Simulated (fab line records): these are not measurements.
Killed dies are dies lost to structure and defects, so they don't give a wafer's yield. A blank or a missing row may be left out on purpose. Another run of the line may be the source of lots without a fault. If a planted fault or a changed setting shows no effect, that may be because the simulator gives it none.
A struck lot beside a sound one	flow n5 finfet	15 out of 1938 route steps
Sound: wafers L668.1, L668.4, L668.5. Wafers L670.1, L670.2, L670.4 were the ones struck. Last of all comes the cause.
At each step with rows: each side's tool, then ch and its chambers, then its first start. Under that, the readings that differ: sound wafers	struck wafers	difference of the means	sigmas: that difference in standard deviations of wafers without a fault.
alike: readings with means less than 2 such deviations apart, plus words and numbers identical on both sides. not compared: withheld readings, readings lacking a value on some wafer, bounds such as >300 that could conceal the same value, and numbers that have no deviation in the record and whose values overlap.
The two part at a step that has a row with sigmas, a row that says differs or no value, or rows on one side only. Non-overlapping numbers with no deviation appear without sigmas and do not part them. A reading missing from all wafers of one side parts the sides only when that side holds two or more wafers.

N5_SD_EPI_N_OVL_MEAS_10:
  sound on overlay-01 ch 0, day 6 05:59; struck on overlay-01 ch 0, day 6 22:46
  alike: SD_N_BLK_OVL
N5_SD_EPI_N_INSPECT_11: inspects for defects (macro).
  sound on defect inspect-02, day 6 06:01; struck on defect inspect-02, day 6 22:47
  alike: raw defect count
N5_SD_EPI_N_DESCUM_14: chemistry O2, time 7.9 s.
  sound on rie diel-02 ch 0,1,2, day 6 06:02; struck on rie diel-05 ch 0,1,3, day 6 23:25
  alike: drypump motor current A, oes product au, rf vpp V, showerhead plenum p Torr, throttle valve pct
  not compared: rf hours counter h
then, 4 steps without rows for these wafers: N5_SD_EPI_N_ETCH_34 (etches SiARC in CF4, target depth 45.5 nm, time 75.8 s); N5_SD_EPI_N_ETCH_35 (etches SOC in N2/H2, overetch 108 nm, time 486 s); N5_SD_EPI_N_STRIP_36 (strips in N2/H2); N5_SD_EPI_N_ETCHBACK_44 (etches SiNx in CH3F/O2, stops on SiO2, target depth 14.5 nm).
N5_SD_EPI_N_ETCH_45: etches SiOCN in CH3F/O2, target depth 6 nm.
  sound on rie diel-02 ch 0,1,2, day 6 06:34; struck on rie diel-05 ch 0,1,3, day 6 23:56
  alike: CH3F_flow_sccm, O2_flow_sccm, drypump motor current A, oes product au, rf vpp V, showerhead plenum p Torr, throttle valve pct
  not compared: rf hours counter h
N5_SD_EPI_N_ETCH_16: etches SiO2 in CHF3/O2, target depth 5 nm.
  sound on rie diel-02 ch 0,1,2, day 6 06:40; struck on rie diel-05 ch 0,1,3, day 7 00:02
  alike: CHF3_flow_sccm, O2_flow_sccm, drypump motor current A, oes_ar_750_au, oes_o_777_au, oes product au, rf vpp V, showerhead plenum p Torr, throttle valve pct
  not compared: rf hours counter h
then, 1 step without rows for these wafers: N5_SD_EPI_N_STRIP_47 (strips in CHF3/O2).
N5_SD_EPI_N_SD_RECESS_17: chemistry HBr/Cl2/O2, target depth 41 nm, time 23.7 s, bt time 3 s.
  sound on rie si-03 ch 0,1,2, day 6 06:44; struck on rie si-03 ch 1,2,3, day 7 00:06
  alike: O2_flow_sccm, drypump motor current A, oes_o_777_au, oes product au, throttle valve pct
  not compared: rf hours counter h
N5_SD_EPI_N_STRIP_38: strips in N2/H2.
  sound on plasma asher-01 ch 0,1, day 6 06:50; struck on plasma asher-01 ch 0,1, day 7 00:12
  alike: drypump motor current A, heater power w, n2 flow sccm, oes product au
  not compared: rf hours counter h
N5_SD_EPI_N_WET_ETCH_43: etches SiO2 in dHF, time 14 s, target depth 1.5 nm.
  sound on wet bench-02 ch 0,5,6, day 6 06:56; struck on wet bench-02 ch 1,2,4, day 7 00:17
  no value came back on the struck wafers for temp c (C), time s (s); on the sound wafers temp c (C) reads 24.94 24.96 24.88
reading	sound	struck	difference	sigmas
model.SiNx_of_SPACER0_ALD_08.thk nm (nm)	1.6 1.6 1.6	2 2 2	+0	
then, 2 steps without rows for these wafers: N5_SD_EPI_N_STRIP_18 (strips in SPM, time 750 s); N5_PASSIVATION_PROBE_49.

WHERE THEY PART
Only at N5_SD_EPI_N_WET_ETCH_43, as far as this record shows.

WHY: what had been put in by the simulator
Step skipped in full: wet bench-02, at N5_SD_EPI_N_WET_ETCH_43, from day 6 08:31 onward. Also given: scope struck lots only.
